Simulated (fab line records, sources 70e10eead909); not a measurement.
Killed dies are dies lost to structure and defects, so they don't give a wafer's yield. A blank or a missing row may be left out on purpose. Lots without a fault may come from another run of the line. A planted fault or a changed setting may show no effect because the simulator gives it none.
Which tool did it? | flow nand_harc | 7 lots, 21 wafers sampled, at 2 steps of a route of 1159

WHAT THE GAUGES READ, wafer by wafer
NHARC_A_CHANNEL_HOLE_D1_CD_MEAS_10: target cd 100 nm.
lot  | measured     | on        | cd_nm (nm)
L310 | day 8 19:52  | cd_sem-01 | 100.4 100.5 99.8
L313 | day 9 01:41  | cd_sem-02 | 99.7 99.6 100.0
L316 | day 9 21:41  | cd_sem-01 | 99.6 99.4 99.8
L320 | day 11 10:16 | cd_sem-03 | 100.4 100.3 100.3
L323 | day 12 00:41 | cd_sem-03 | 100.2 100.1 100.6
L327 | day 12 17:58 | cd_sem-01 | 83.4 82.9 83.1
L330 | day 13 06:34 | cd_sem-01 | 98.9 99.9 100.2

WHICH TOOL RAN EACH LOT (tool, then ch and the chambers of the sampled wafers, then the start)
lot  | NHARC_A_CHANNEL_HOLE_D1_EXPOSE_07
L310 | arfi_scanner-02 ch 0, day 8 19:44
L313 | arfi_scanner-02 ch 0, day 9 01:32
L316 | arfi_scanner-03 ch 0, day 9 21:32
L320 | arfi_scanner-03 ch 0, day 11 10:08
L323 | arfi_scanner-01 ch 0, day 12 00:33
L327 | arfi_scanner-01 ch 0, day 12 17:49
L330 | arfi_scanner-02 ch 0, day 13 06:25
- NHARC_A_CHANNEL_HOLE_D1_EXPOSE_07: exposes mask HOLE D1, target cd 100 nm.

THE ANSWER, worked out from the rows above alone
Rule: what is usual is taken from the lots themselves. Put in order of their means at a reading, lots are off if they are a third of the lots or fewer, leave a main group of 4 or more, and stand apart from it by a gap of 3 or more times the standard deviation of the main group's means; of several such gaps the widest counts. A main group whose means are all the same, to the digits that the tables above print for the reading, isn't used. A lot without any number at a reading at which 4 lots or more have one is off too. The other lots that the step has rows for count as sound.
Off: L327, at NHARC_A_CHANNEL_HOLE_D1_CD_MEAS_10 (cd_nm). The main group: mean 100.0 nm, standard deviation 0.31.
A tool fits if, at a process step before that reading, it ran every lot that is off, and no sound lot after the first of them. The gauges at NHARC_A_CHANNEL_HOLE_D1_CD_MEAS_10 are tried like those tools. One fits: arfi_scanner-01 at NHARC_A_CHANNEL_HOLE_D1_EXPOSE_07. Its last sound lot is L323 (day 12 00:33), its first lot that is off L327 (day 12 17:49): a fault that began between those two fits.

WHAT THE SIMULATOR HAD PUT IN
Process parameter drift: arfi_scanner-01, from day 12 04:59 on, at NHARC_A_CHANNEL_HOLE_D1_EXPOSE_07. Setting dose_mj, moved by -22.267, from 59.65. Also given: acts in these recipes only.
Lots struck among those shown: L327. The rule above found the same.
